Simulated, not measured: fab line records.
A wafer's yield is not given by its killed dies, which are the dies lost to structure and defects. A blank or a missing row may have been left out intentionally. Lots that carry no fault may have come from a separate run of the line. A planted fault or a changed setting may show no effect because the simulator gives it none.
fab line records	flow n5_finfet	part 1 of 2: steps 1 to 19 of 25
record lots=5	wafers=15	last_day=15
route steps=1938 shown BEOL_M9@1418
lots that met no fault: from a run of the same line without faults
start_h: start of the lot's first displayed wafer, in hours after the record's first day	wait_h: hours since the lot's step before	" identical to the entry in the row above	L1.1+2: a row that stands for several wafers	- no value, or no start was given	* or withheld: withheld	< > ~ a bound
route shown NAME@n: names a module that has steps shown in the file, with the first one's number in the route	usual: mean/standard deviation of fault-free wafers	same: alike in all rows	chamber/n: place in a boat	sites: each site's reading	_std_site: the standard deviation of these	_edge_site: the outer-site mean with the inner-site mean subtracted	radius_mm: how far each site lies from the wafer's centre	mask NAME#n: copy n	behind: tool/chamber where the wafer was last shaped	hold: what put the lot on hold/how long, in hours/how the hold closed	device: the n, p or np transistor that did not switch	end of line: the tests these same wafers got at the end of their route	where a step has no rows: the recipe by itself	killed: dies lost to structure and defects at the first sort, not the wafer's yield	map: shows each die of a wafer: x if killed, . if not, _ if none is there
set.NAME: the setting as run; set.NAME@STEP: as run at that earlier step	model.NAME: the simulator's own value behind a step, which no gauge read
lots seen at some steps along the route; tables by step, rows by wafer
services: the hour from which a tool's chamber was out of use, counted from the record's first day as start_h (under 0 if before that day), plus the number of hours and why
## steps
# step N5_BEOL_M9_ETCH_61
# recipe chemistry=CF4	target=SiARC	target_depth_a=390	mask_material=CAR-ArF	time_s=65	ion_energy_ev=80	pressure_mtorr=40	source_w=545	bias_w=36	Ar_flow_sccm=100	cf4_flow_sccm=100	ends=cleared
# usual drypump_motor_current_A=5.8/0.33	etch_rf_on_time_s=64/3.1	oes_product_au=0.66/0.061	rf_vpp_V=183.6/1.4	showerhead_plenum_p_Torr=2.10/0.097	throttle_valve_pct=15.6/0.33
lot.wafer	tool	chamber	start_h	wait_h	drypump_motor_current_A	etch_rf_on_time_s	oes_product_au	rf_hours_counter_h	rf_vpp_V	showerhead_plenum_p_Torr	throttle_valve_pct
L079.1	rie_diel-02	1	248.84	0.0	6.0	61	0.60	219	180.9	2.03	15.7
L079.3	"	3	"	"	6.2	63	0.70	96	185.0	2.09	15.5
L079.5	"	0	"	"	5.2	63	0.63	-	182.5	2.13	15.7
L082.2	rie_diel-05	3	255.75	0.0	5.9	70	0.63	170	184.9	2.24	16.0
L082.3	"	0	"	"	5.5	61	0.75	80	183.5	2.09	15.3
L082.6	"	3	"	"	5.9	70	0.62	-	184.7	2.24	16.0
L081.2	rie_diel-06	1	264.00	0.0	5.7	65	0.60	240	181.5	2.03	16.0
L081.3	"	2	"	"	5.6	66	0.62	174	185.0	2.24	15.5
L081.6	"	2	"	"	5.6	65	0.62	-	184.5	2.24	15.6
L083.2	rie_diel-05	1	264.58	0.0	5.4	61	0.61	230	182.4	2.03	16.1
L083.3	"	2	"	"	6.0	65	0.63	158	182.3	1.96	15.3
L083.6	"	1	"	"	5.5	61	0.61	-	182.8	2.03	16.1
L087.2	rie_diel-06	2	298.69	0.0	5.6	67	0.61	186	183.4	2.23	15.6
L087.3	"	3	"	"	6.4	63	0.75	50	183.3	2.08	15.1
L087.5	"	3	"	"	6.5	63	0.75	-	183.7	2.09	15.1
# step N5_BEOL_M9_ETCH_62
# recipe chemistry=N2/H2	target=SOC	target_depth_a=1100	overetch_a=220	mask_material=SiARC	temp_c=40	time_s=165	ion_energy_ev=200	pressure_mtorr=30	source_w=840	bias_w=150	n2_flow_sccm=200	h2_flow_sccm=200
# usual drypump_motor_current_A=5.8/0.33	oes_product_au=0.65/0.055	rf_vpp_V=523/3.4	showerhead_plenum_p_Torr=2.49/0.12	throttle_valve_pct=17.8/0.34
lot.wafer	tool	chamber	start_h	wait_h	drypump_motor_current_A	oes_product_au	rf_hours_counter_h	rf_vpp_V	showerhead_plenum_p_Torr	throttle_valve_pct
L079.1	rie_diel-02	1	248.89	0.0	6.0	0.58	220	519	2.38	17.7
L079.3	"	3	"	"	6.2	0.69	96	522	2.44	17.6
L079.5	"	0	"	"	5.3	0.62	-	523	2.51	17.7
L082.2	rie_diel-05	3	255.80	0.0	5.9	0.65	171	528	2.64	18.2
L082.3	"	0	"	"	5.5	0.71	80	523	2.46	17.4
L082.6	"	3	"	"	5.9	0.64	-	526	2.64	18.2
L081.2	rie_diel-06	1	264.05	0.0	5.8	0.60	240	518	2.40	18.1
L081.3	"	2	"	"	5.6	0.62	174	528	2.66	17.9
L081.6	"	2	"	"	5.6	0.62	-	526	2.66	17.9
L083.2	rie_diel-05	1	264.63	0.0	5.5	0.58	230	521	2.40	18.4
L083.3	"	2	"	"	6.0	0.63	158	519	2.34	17.6
L083.6	"	1	"	"	5.4	0.58	-	520	2.40	18.4
L087.2	rie_diel-06	2	298.74	0.0	5.6	0.62	186	527	2.65	17.9
L087.3	"	3	"	"	6.4	0.74	50	522	2.48	17.4
L087.5	"	3	"	"	6.5	0.73	-	522	2.48	17.4
# step N5_BEOL_M9_STRIP_68
# recipe chemistry=N2/H2	temp_c=40	n2_flow_sccm=200	h2_flow_sccm=200	rf_frequency_hz=6e+07
lot.wafer	tool	chamber	start_h	wait_h
L079.1+3+5	rie_diel-02	1,3,0	249.03	0.1
L082.2+3+6	rie_diel-05	3,0,3	255.93	0.1
L081.2+3+6	rie_diel-06	1,2,2	264.19	0.1
L083.2+3+6	rie_diel-05	1,2,1	264.77	0.1
L087.2+3+5	rie_diel-06	2,3,3	298.88	0.1
# step N5_BEOL_M9_STRIP_67
# recipe chemistry=CF4	resist=SiARC	power_w=300	bias_power_w=75	pressure_mtorr=50	cf4_flow_sccm=150	rf_frequency_hz=6e+07
# usual drypump_motor_current_A=5.8/0.33	oes_product_au=0.77/0.065	power_w=300.0/0.84	rf_vpp_V=270.4/1.9	showerhead_plenum_p_Torr=1.76/0.083	throttle_valve_pct=13.6/0.32
lot.wafer	tool	chamber	start_h	wait_h	drypump_motor_current_A	oes_product_au	power_w	rf_hours_counter_h	rf_vpp_V	showerhead_plenum_p_Torr	throttle_valve_pct
L079.1	rie_diel-02	1	249.04	0.0	6.0	0.69	298.9	220	269.8	1.71	13.7
L079.3	"	3	"	"	6.2	0.81	300.9	96	271.7	1.75	13.4
L079.5	"	0	"	"	5.2	0.74	300.7	-	270.7	1.81	13.8
L082.2	rie_diel-05	3	255.94	0.0	5.9	0.76	300.3	171	273.7	1.87	14.0
L082.3	"	0	"	"	5.5	0.85	299.2	80	270.2	1.75	13.3
L082.6	"	3	"	"	5.9	0.76	299.1	-	273.2	1.87	14.0
L081.2	rie_diel-06	1	264.20	0.0	5.7	0.70	299.5	240	268.6	1.71	14.0
L081.3	"	2	"	"	5.6	0.73	300.3	174	271.8	1.87	13.5
L081.6	"	2	"	"	5.6	0.73	298.4	-	272.5	1.87	13.5
L083.2	rie_diel-05	1	264.78	0.0	5.5	0.69	298.6	230	268.3	1.70	14.0
L083.3	"	2	"	"	6.0	0.75	300.1	158	266.8	1.64	13.3
L083.6	"	1	"	"	5.5	0.69	298.3	-	268.6	1.70	14.0
L087.2	rie_diel-06	2	298.89	0.0	5.6	0.72	299.9	186	271.0	1.87	13.6
L087.3	"	3	"	"	6.5	0.87	299.4	50	271.2	1.74	13.0
L087.5	"	3	"	"	6.4	0.87	299.7	-	269.4	1.74	13.0
# step N5_BEOL_M9_HM_OPEN_17
# recipe chemistry=Cl2/BCl3	target_depth_a=200	overetch_a=60	target=TiN	mask_material=SOC	ion_energy_ev=150	pressure_mtorr=10	icp_w=1000	bias_w=126	Cl2_flow_sccm=53.25	bcl3_flow_sccm=21.75	Ar_flow_sccm=25
# usual drypump_motor_current_A=5.7/0.47	oes_ar_750_au=0.82/0.074	oes_product_au=0.71/0.057	throttle_valve_pct=21.67/0.2
lot.wafer	tool	chamber	start_h	wait_h	drypump_motor_current_A	oes_ar_750_au	oes_product_au	rf_hours_counter_h	throttle_valve_pct
L079.1	rie_metal-02	0	249.08	0.0	5.9	0.84	0.72	23	21.46
L079.3	"	0	"	"	5.9	0.83	0.71	-	21.48
L079.5	"	1	"	"	5.0	0.73	0.65	-	21.59
L082.2	rie_metal-02	1	255.98	0.0	5.0	0.73	0.65	43	21.58
L082.3	"	1	"	"	5.0	0.73	0.65	-	21.58
L082.6	"	1	"	"	5.0	0.73	0.65	-	21.57
L081.2	rie_metal-03	1	264.24	0.0	6.2	0.89	0.77	6	22.00
L081.3	"	1	"	"	6.2	0.89	0.76	-	21.99
L081.6	"	1	"	"	6.2	0.88	0.77	-	21.98
L083.2	rie_metal-02	1	264.82	0.0	5.0	0.74	0.65	43	21.58
L083.3	"	0	"	"	5.9	0.83	0.72	-	21.46
L083.6	"	1	"	"	5.0	0.72	0.64	-	21.58
L087.2	rie_metal-01	1	298.93	0.0	5.3	0.75	0.64	49	21.97
L087.3	"	0	"	"	5.8	0.80	0.69	-	21.52
L087.5	"	1	"	"	5.2	0.74	0.64	-	21.99
# step N5_BEOL_M9_STRIP_19
# recipe chemistry=O2	power_w=400	temp_c=40	pressure_mtorr=30	rf_frequency_hz=6e+07	bias_power_w=0	overash_fraction=0.2	o2_flow_sccm=225
# usual drypump_motor_current_A=5.9/0.38	o2_flow_sccm=225.1/0.67	oes_product_au=0.79/0.082	rf_vpp_V=3.7/0.61	showerhead_plenum_p_Torr=2.07/0.082	throttle_valve_pct=16.64/0.29
# same overash_fraction=0.2
lot.wafer	tool	chamber	start_h	wait_h	drypump_motor_current_A	o2_flow_sccm	oes_product_au	rf_hours_counter_h	rf_vpp_V	showerhead_plenum_p_Torr	throttle_valve_pct
L079.1	rie_diel-02	0	249.19	0.1	5.2	226.1	0.74	175	3.6	2.09	16.76
L079.3	"	3	"	"	6.2	225.1	0.81	96	3.1	2.01	16.37
L079.5	"	1	"	"	6.0	226.6	0.68	-	3.7	2.01	16.87
L082.2	rie_diel-06	0	256.12	0.1	6.3	224.5	0.85	68	4.4	2.13	16.75
L082.3	"	2	"	"	5.6	225.8	0.75	172	3.9	2.17	16.45
L082.6	"	1	"	"	5.7	224.9	0.71	-	4.7	1.98	17.01
L081.2	rie_diel-06	1	264.51	0.2	5.8	224.5	0.70	240	3.3	1.98	17.03
L081.3	"	0	"	"	6.3	226.0	0.84	72	3.3	2.13	16.76
L081.6	"	0	"	"	6.3	225.9	0.84	-	3.5	2.13	16.74
L083.2	rie_diel-06	1	265.07	0.2	5.8	224.7	0.70	241	3.6	1.98	17.02
L083.3	"	0	"	"	6.3	224.6	0.83	72	3.4	2.13	16.74
L083.6	"	1	"	"	5.7	225.2	0.71	-	3.6	1.98	17.02
L087.2	rie_diel-06	0	299.04	0.1	6.3	226.1	0.83	86	4.9	2.13	16.78
L087.3	"	3	"	"	6.4	225.1	0.86	50	5.0	2.06	16.24
L087.5	"	2	"	"	5.6	226.1	0.73	-	3.4	2.16	16.48
# step N5_BEOL_M9_CD_MEAS_18
# recipe pitch_nm=140	target_cd_nm=70
# usual cd_nm=70.4/0.88
lot.wafer	tool	chamber	start_h	wait_h	cd_nm
L079.1	cd_sem-02	-	249.26	0.0	72.0
L079.3	"	-	"	"	71.0
L079.5	"	-	"	"	72.0
L082.2	cd_sem-03	-	256.19	0.1	68.9
L082.3	"	-	"	"	71.9
L082.6	"	-	"	"	70.4
L081.2	cd_sem-03	-	264.58	0.1	68.2
L081.3	"	-	"	"	69.4
L081.6	"	-	"	"	69.4
L083.2	cd_sem-03	-	265.14	0.1	71.9
L083.3	"	-	"	"	69.3
L083.6	"	-	"	"	70.2
L087.2	cd_sem-02	-	299.11	0.1	71.6
L087.3	"	-	"	"	71.0
L087.5	"	-	"	"	71.2
# step N5_BEOL_M9_COAT_63
# recipe resist=SOC	temp_c=250	time_s=60	spin_rpm=1500	resist_thk_nm=60
# usual exhaust_pa=45.0/0.88	heater_power_total_W=500.4/1.8
lot.wafer	tool	chamber	start_h	wait_h	exhaust_pa	heater_power_total_W
L079.1	litho_track-03	0	249.52	0.3	46.4	499.3
L079.3	"	0	"	"	45.4	502.6
L079.5	"	0	"	"	45.7	501.2
L082.2	litho_track-04	0	257.02	0.8	44.7	502.3
L082.3	"	0	"	"	45.8	502.5
L082.6	"	0	"	"	46.0	503.0
L081.2	litho_track-01	0	266.11	1.5	44.7	499.9
L081.3	"	0	"	"	43.9	499.2
L081.6	"	0	"	"	44.5	502.3
L083.2	litho_track-04	0	267.07	1.9	44.4	497.5
L083.3	"	0	"	"	45.5	502.3
L083.6	"	0	"	"	45.1	501.2
L087.2	litho_track-01	0	299.14	0.0	45.3	497.3
L087.3	"	0	"	"	44.4	502.5
L087.5	"	0	"	"	44.9	499.8
# step N5_BEOL_M9_COAT_64
# recipe resist=SiARC	temp_c=220	time_s=60	spin_rpm=1500	resist_thk_nm=12
# usual exhaust_pa=45.0/0.91	heater_power_total_W=427.4/2.1
lot.wafer	tool	chamber	start_h	wait_h	exhaust_pa	heater_power_total_W
L079.1	litho_track-03	0	-	-	44.4	428.1
L079.3	"	0	"	"	45.8	430.7
L079.5	"	0	"	"	46.3	430.2
L082.2	litho_track-04	0	-	-	46.2	427.0
L082.3	"	0	"	"	44.9	428.3
L082.6	"	0	"	"	46.0	427.7
L081.2	litho_track-01	0	-	-	44.7	424.7
L081.3	"	0	"	"	45.7	428.6
L081.6	"	0	"	"	44.6	429.3
L083.2	litho_track-04	0	-	-	45.0	426.5
L083.3	"	0	"	"	45.2	428.7
L083.6	"	0	"	"	44.9	430.9
L087.2	litho_track-01	0	-	-	44.1	429.5
L087.3	"	0	"	"	43.8	425.5
L087.5	"	0	"	"	44.7	425.6
# step N5_BEOL_M9_COAT_75
# recipe resist=underlayer	temp_c=205	time_s=60	spin_rpm=1500	resist_thk_nm=5
# usual exhaust_pa=45.0/0.84	heater_power_total_W=391.6/1.4
lot.wafer	tool	chamber	start_h	wait_h	exhaust_pa	heater_power_total_W
L079.1	litho_track-03	0	-	-	45.6	389.6
L079.3	"	0	"	"	46.0	393.8
L079.5	"	0	"	"	46.8	392.6
L082.2	litho_track-04	0	-	-	45.1	391.5
L082.3	"	0	"	"	45.1	389.5
L082.6	"	0	"	"	44.7	392.2
L081.2	litho_track-01	0	-	-	45.5	390.9
L081.3	"	0	"	"	45.5	392.2
L081.6	"	0	"	"	45.8	390.6
L083.2	litho_track-04	0	-	-	45.1	389.6
L083.3	"	0	"	"	44.3	392.9
L083.6	"	0	"	"	45.2	390.0
L087.2	litho_track-01	0	-	-	45.3	392.8
L087.3	"	0	"	"	45.2	392.9
L087.5	"	0	"	"	45.7	392.1
# step N5_BEOL_M9_COAT_22
# recipe resist=CAR-EUV	spin_rpm=1500	resist_thk_nm=30
# usual exhaust_pa=45.0/0.84
lot.wafer	tool	chamber	start_h	wait_h	exhaust_pa
L079.1	litho_track-03	0	-	-	46.3
L079.3	"	0	"	"	46.0
L079.5	"	0	"	"	45.4
L082.2	litho_track-04	0	-	-	43.9
L082.3	"	0	"	"	44.7
L082.6	"	0	"	"	43.4
L081.2	litho_track-01	0	-	-	44.6
L081.3	"	0	"	"	44.6
L081.6	"	0	"	"	46.2
L083.2	litho_track-04	0	-	-	43.7
L083.3	"	0	"	"	43.8
L083.6	"	0	"	"	43.8
L087.2	litho_track-01	0	-	-	44.1
L087.3	"	0	"	"	44.9
L087.5	"	0	"	"	44.5
# step N5_BEOL_M9_EBR_24
# recipe solvent=PGMEA	ebr_width_mm=1.5
# usual exhaust_pa=45.0/0.81
lot.wafer	tool	chamber	start_h	wait_h	exhaust_pa
L079.1	litho_track-03	0	-	-	45.6
L079.3	"	0	"	"	44.7
L079.5	"	0	"	"	43.7
L082.2	litho_track-04	0	-	-	45.8
L082.3	"	0	"	"	43.6
L082.6	"	0	"	"	45.5
L081.2	litho_track-01	0	-	-	45.4
L081.3	"	0	"	"	45.5
L081.6	"	0	"	"	45.8
L083.2	litho_track-04	0	-	-	45.2
L083.3	"	0	"	"	45.1
L083.6	"	0	"	"	44.8
L087.2	litho_track-01	0	-	-	45.0
L087.3	"	0	"	"	44.3
L087.5	"	0	"	"	44.5
# step N5_BEOL_M9_SOFTBAKE_23
# recipe temp_c=110	time_s=60	resist=CAR-EUV
# usual exhaust_pa=45.1/0.87	heater_power_total_W=175.4/1.7
lot.wafer	tool	chamber	start_h	wait_h	exhaust_pa	heater_power_total_W
L079.1	litho_track-03	0	-	-	46.1	173.0
L079.3	"	0	"	"	45.1	176.6
L079.5	"	0	"	"	44.9	175.6
L082.2	litho_track-04	0	-	-	45.6	176.1
L082.3	"	0	"	"	45.6	173.8
L082.6	"	0	"	"	45.4	173.0
L081.2	litho_track-01	0	-	-	45.0	177.6
L081.3	"	0	"	"	44.0	176.1
L081.6	"	0	"	"	45.9	177.4
L083.2	litho_track-04	0	-	-	45.4	174.0
L083.3	"	0	"	"	45.3	173.1
L083.6	"	0	"	"	45.7	177.4
L087.2	litho_track-01	0	-	-	45.3	174.4
L087.3	"	0	"	"	45.9	177.2
L087.5	"	0	"	"	46.2	177.4
# step N5_BEOL_M9_EXPOSE_25
# recipe mask_id=V8	na=0.33	source_shape=annular	sigma_inner=0.4	sigma_outer=0.8	polarization=unpolarized	dose_mj=37.25
# usual reticle_temp_C=22.98/0.098	stage_msd_nm=0.830/0.014
lot.wafer	tool	chamber	start_h	wait_h	mask	reticle_temp_C	stage_msd_nm
L079.1	euv_scanner-02	0	249.82	-	V8#0	22.92	0.850
L079.3	"	0	"	"	V8#0	23.02	0.851
L079.5	"	0	"	"	V8#0	23.01	0.849
L082.2	euv_scanner-01	0	257.29	-	V8#0	23.00	0.816
L082.3	"	0	"	"	V8#0	23.06	0.817
L082.6	"	0	"	"	V8#0	22.85	0.813
L081.2	euv_scanner-02	0	266.38	-	V8#0	23.04	0.850
L081.3	"	0	"	"	V8#0	23.05	0.851
L081.6	"	0	"	"	V8#0	23.16	0.853
L083.2	euv_scanner-01	0	267.34	-	V8#0	23.17	0.821
L083.3	"	0	"	"	V8#0	23.02	0.818
L083.6	"	0	"	"	V8#0	23.16	0.818
L087.2	euv_scanner-01	0	299.29	-	V8#0	23.06	0.833
L087.3	"	0	"	"	V8#0	23.04	0.831
L087.5	"	0	"	"	V8#0	23.15	0.830
# step N5_BEOL_M9_PEB_26
# recipe peb_temp_c=100	peb_time_s=60	resist=CAR-EUV
# usual exhaust_pa=45.1/0.85	heater_power_total_W=154.0/1.1
lot.wafer	tool	chamber	start_h	wait_h	exhaust_pa	heater_power_total_W
L079.1	litho_track-01	0	249.88	0.1	44.0	153.9
L079.3	"	0	"	"	45.1	153.2
L079.5	"	0	"	"	44.9	154.6
L082.2	litho_track-01	0	257.34	0.0	45.3	153.1
L082.3	"	0	"	"	44.6	153.4
L082.6	"	0	"	"	45.0	153.4
L081.2	litho_track-01	0	266.44	0.0	47.0	154.8
L081.3	"	0	"	"	46.1	155.2
L081.6	"	0	"	"	44.5	153.5
L083.2	litho_track-01	0	267.40	0.0	45.6	152.4
L083.3	"	0	"	"	44.8	154.1
L083.6	"	0	"	"	44.5	155.2
L087.2	litho_track-03	0	299.34	0.0	46.9	154.2
L087.3	"	0	"	"	44.5	155.3
L087.5	"	0	"	"	44.9	153.3
# step N5_BEOL_M9_DEVELOP_27
# recipe develop_time_s=30	developer=TMAH	resist=CAR-EUV	rinse_liquid=surfactant_rinse	dry=air_spin	dev_temp_c=23
# usual exhaust_pa=44.8/0.85
lot.wafer	tool	chamber	start_h	wait_h	exhaust_pa
L079.1	litho_track-01	0	-	-	45.3
L079.3	"	0	"	"	45.6
L079.5	"	0	"	"	45.8
L082.2	litho_track-01	0	-	-	45.7
L082.3	"	0	"	"	44.7
L082.6	"	0	"	"	45.8
L081.2	litho_track-01	0	-	-	43.7
L081.3	"	0	"	"	44.4
L081.6	"	0	"	"	45.2
L083.2	litho_track-01	0	-	-	45.1
L083.3	"	0	"	"	45.6
L083.6	"	0	"	"	43.8
L087.2	litho_track-03	0	-	-	43.9
L087.3	"	0	"	"	44.3
L087.5	"	0	"	"	45.3
# step N5_BEOL_M9_CD_MEAS_28
# recipe target_cd_nm=70	landing_energy_ev=500	detector=se_inlens	polarity=opening
# usual cd_nm=69.96/0.28
lot.wafer	tool	chamber	start_h	wait_h	cd_nm
L079.1	cd_sem-01	0	249.95	-	69.89
L079.3	"	0	"	"	69.76
L079.5	"	0	"	"	70.07
L082.2	cd_sem-02	0	257.41	-	69.84
L082.3	"	0	"	"	69.95
L082.6	"	0	"	"	69.96
L081.2	cd_sem-02	0	266.51	-	69.79
L081.3	"	0	"	"	69.64
L081.6	"	0	"	"	69.69
L083.2	cd_sem-02	0	267.46	-	69.79
L083.3	"	0	"	"	69.62
L083.6	"	0	"	"	69.73
L087.2	cd_sem-01	0	299.41	-	70.31
L087.3	"	0	"	"	70.42
L087.5	"	0	"	"	70.44
# step N5_BEOL_M9_OVL_MEAS_29
# recipe points_per_wafer=522
# usual V8_OVL=0.5/0.75
lot.wafer	tool	chamber	start_h	wait_h	V8_OVL[nm]
L079.1	overlay-02	0	249.98	0.0	1.5
L079.3	"	0	"	"	1.1
L079.5	"	0	"	"	1.2
L082.2	overlay-02	0	257.46	0.0	-0.2
L082.3	"	0	"	"	1.3
L082.6	"	0	"	"	0.2
L081.2	overlay-02	0	266.54	0.0	-0.8
L081.3	"	0	"	"	0.3
L081.6	"	0	"	"	-0.4
L083.2	overlay-02	0	267.50	0.0	-0.2
L083.3	"	0	"	"	-1.3
L083.6	"	0	"	"	-0.1
L087.2	overlay-01	0	299.45	0.0	1.1
L087.3	"	0	"	"	0.6
L087.5	"	0	"	"	1.0
# step N5_BEOL_M9_INSPECT_30
# recipe mode=adi	inspect_instrument=brightfield
# usual raw_defect_count=456/88
lot.wafer	tool	chamber	start_h	wait_h	raw_defect_count
L079.1	defect_inspect-02	-	250.04	0.1	390
L079.3	"	-	"	"	543
L079.5	"	-	"	"	620
L082.2	defect_inspect-01	-	257.51	0.0	440
L082.3	"	-	"	"	472
L082.6	"	-	"	"	401
L081.2	defect_inspect-01	-	266.59	0.0	480
L081.3	"	-	"	"	438
L081.6	"	-	"	"	468
L083.2	defect_inspect-02	-	267.55	0.0	591
L083.3	"	-	"	"	416
L083.6	"	-	"	"	388
L087.2	defect_inspect-01	-	299.50	0.0	392
L087.3	"	-	"	"	356
L087.5	"	-	"	"	392
